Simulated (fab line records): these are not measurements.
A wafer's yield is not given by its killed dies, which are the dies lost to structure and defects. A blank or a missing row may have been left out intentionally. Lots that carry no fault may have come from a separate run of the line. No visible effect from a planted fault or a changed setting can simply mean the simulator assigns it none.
What tool caused it?    flow n5-finfet    6 lots, 16 wafers sampled, at 4 steps of a route of 1938

WHAT THE GAUGES READ, wafer by wafer
N5_SDB_CD_MEAS_11 targets a cd of 50 nm.
lot   measured     on         cd-nm (nm)
L108  day 4 12:18  cd-sem-02  50.0 49.6 52.5
L111  day 5 05:19  cd-sem-03  50.3 49.7
L113  day 5 21:56  cd-sem-02  48.5 50.7 47.9
L119  day 7 04:58  cd-sem-02  49.5 51.3
L123  day 8 04:50  cd-sem-01  50.8 52.3 51.1
L126  day 9 04:31  cd-sem-03  49.5 49.7 48.1

TOOL THAT RAN EACH LOT (tool first, then ch and the chambers of the sampled wafers, then the start)
lot   N5_SD_EPI_P_SD_RECESS_17         N5_SDB_HM_DEP_00                N5_SDB_COAT_04
L108  rie-si-05 ch 1,2,3, day 4 01:44  pecvd-04 ch 0,1, day 4 11:51    litho-track-05 ch 0, day 4 11:56
L111  rie-si-01 ch 0,2, day 4 17:32    pecvd-02 ch 1,2, day 5 04:52    litho-track-01 ch 0, day 5 04:56
L113  rie-si-03 ch 0,1,2, day 5 10:24  pecvd-04 ch 0,1,2, day 5 21:37  litho-track-01 ch 0, day 5 21:42
L119  rie-si-03 ch 1,3, day 6 17:42    pecvd-03 ch 0,2, day 7 04:38    litho-track-01 ch 0, day 7 04:43
L123  rie-si-03 ch 0,2,3, day 7 16:49  pecvd-03 ch 1,2, day 8 04:31    litho-track-05 ch 0, day 8 04:36
L126  rie-si-05 ch 0,2,3, day 8 16:46  pecvd-03 ch 0,1,2, day 9 04:05  litho-track-05 ch 0, day 9 04:08
- N5_SD_EPI_P_SD_RECESS_17: chemistry HBr/Cl2/O2, target depth 39.1 nm, bt time 3 s.
- N5_SDB_HM_DEP_00: deposits SiNx from SiH4/NH3/N2, target thk 40 nm, time 35.3 s.
- N5_SDB_COAT_04: time 60 s, resist thk 18 nm.

THE ANSWER, worked out from the rows above alone
Rule: the lots themselves supply what counts as usual. Put in order of their means at a reading, lots are off if they are a third of the lots or fewer, leave a main group of 4 or more, and stand apart from it by a gap of 3 or more times the standard deviation of the main group's means; of several such gaps the widest counts. A main group is skipped when, at the precision printed for the reading in the tables above, its means are all equal. Also off: a lot with no number at a reading for which 4 or more lots have one. Where the step has rows for the other lots, those lots are counted as sound.
No lot is off at any reading shown: from this, nothing can be told.

WHAT THE SIMULATOR HAD PUT IN
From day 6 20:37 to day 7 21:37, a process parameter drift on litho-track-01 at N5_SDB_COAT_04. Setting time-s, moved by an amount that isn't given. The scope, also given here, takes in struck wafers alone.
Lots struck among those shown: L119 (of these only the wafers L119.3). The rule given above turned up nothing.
